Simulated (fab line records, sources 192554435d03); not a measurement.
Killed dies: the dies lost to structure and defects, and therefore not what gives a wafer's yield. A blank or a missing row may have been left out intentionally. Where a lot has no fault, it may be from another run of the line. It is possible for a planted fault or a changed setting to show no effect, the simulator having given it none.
Which tool is to blame?	flow n5 finfet	30 wafers from 10 lots sampled at 5 of the route's 1938 steps

## WHAT THE GAUGES READ, wafer by wafer
N5_BEOL_M4_THK_MEAS_01.
lot	measured	on	M4_ILD_THK (nm)
L290	day 7 06:13	film metro-01	78.9 79.4 80.3
L291	day 7 14:45	film metro-01	77.6 80.7 79.2
L293	day 8 08:43	film metro-02	79.9 79.4 81.0
L294	day 8 11:20	film metro-02	78.8 79.7 80.5
L302	day 11 03:17	film metro-02	80.1 66.5 68.1
L304	day 11 04:01	film metro-02	77.0 78.8 81.2
L306	day 11 11:52	film metro-02	76.6 77.7 77.7
L307	day 11 18:21	film metro-01	76.2 79.0 77.3
L311	day 13 06:31	film metro-02	77.5 80.2 77.6
L313	day 13 15:19	film metro-01	78.2 77.8 79.8

## WHAT TOOL EACH LOT RAN ON (gives the tool, then ch and the chambers of the sampled wafers, and finally the start)
lot	N5_BEOL_M3_ANNEAL_80	N5_BEOL_M3_SPUTTER_81	N5_BEOL_M3_ANNEAL_87	N5_BEOL_M4_ILD_DEP_00
L290	pvd sputter-01, day 7 03:26	pvd sputter-01, day 7 03:35	pvd sputter-01, day 7 03:53	pecvd-04 ch 1,2, day 7 06:08
L291	pvd sputter-03, day 7 11:29	pvd sputter-03, day 7 11:37	pvd sputter-03, day 7 11:55	pecvd-02 ch 0,1, day 7 14:41
L293	pvd sputter-03, day 8 05:55	pvd sputter-03, day 8 06:03	pvd sputter-03, day 8 06:21	pecvd-04 ch 0,1,2, day 8 08:40
L294	pvd sputter-01, day 8 08:28	pvd sputter-01, day 8 08:37	pvd sputter-01, day 8 08:58	pecvd-04 ch 0,2, day 8 11:15
L302	pvd sputter-01, day 11 00:37	pvd sputter-01, day 11 00:45	pvd sputter-01, day 11 01:03	pecvd-04 ch 0,2, day 11 03:13
L304	pvd sputter-03, day 11 01:22	pvd sputter-03, day 11 01:31	pvd sputter-03, day 11 01:49	pecvd-02 ch 0,1, day 11 03:56
L306	pvd sputter-03, day 11 09:14	pvd sputter-03, day 11 09:22	pvd sputter-03, day 11 09:40	pecvd-03 ch 0,1,2, day 11 11:48
L307	pvd sputter-01, day 11 15:43	pvd sputter-01, day 11 15:51	pvd sputter-01, day 11 16:09	pecvd-03 ch 0,1, day 11 18:17
L311	pvd sputter-03, day 13 03:52	pvd sputter-03, day 13 04:00	pvd sputter-03, day 13 04:18	pecvd-02 ch 0,1, day 13 06:26
L313	pvd sputter-02, day 13 12:41	pvd sputter-02, day 13 12:50	pvd sputter-02, day 13 13:08	pecvd-03 ch 0,1,2, day 13 15:16
- N5_BEOL_M3_ANNEAL_80: time 240 s.
- N5_BEOL_M3_SPUTTER_81: material Cu, target thk 4.5 nm, time 8.29 s.
- N5_BEOL_M3_ANNEAL_87: time 240 s.
- N5_BEOL_M4_ILD_DEP_00: deposits SiOC from DEMS/O2, target thk 79 nm, time 15.3 s.

## THE ANSWER, worked out from the rows above alone
Rule: the lots themselves supply what counts as usual. The widest of any qualifying gaps counts: lots, ordered by their means at a reading, are off when they make up no more than a third of the lots, leave a main group of 4 or more, and stand apart from it by 3 or more times the standard deviation of that group's means. The tables above print the reading to a certain number of digits; a main group whose means all agree to those digits is not used. A lot without any number at a reading at which 4 lots or more have one is off too. All remaining lots with rows at the step are treated as sound.
Off: L302, at N5_BEOL_M4_THK_MEAS_01 (M4_ILD_THK). Mean 78.8 nm and standard deviation 0.89 in the main group.
A tool fits if, at a process step before that reading, it ran every lot that is off, and no sound lot after the first of them. Gauges at N5_BEOL_M4_THK_MEAS_01: tried the same way as those tools. One fits: pecvd-04 at N5_BEOL_M4_ILD_DEP_00. Its last sound lot is L294 (day 8 11:15), its first lot that is off L302 (day 11 03:13): a fault that began between those two fits.

## WHAT THE SIMULATOR HAD INSERTED
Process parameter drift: pecvd-04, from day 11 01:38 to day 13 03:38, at N5_BEOL_M4_ILD_DEP_00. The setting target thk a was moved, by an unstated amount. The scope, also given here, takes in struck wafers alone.
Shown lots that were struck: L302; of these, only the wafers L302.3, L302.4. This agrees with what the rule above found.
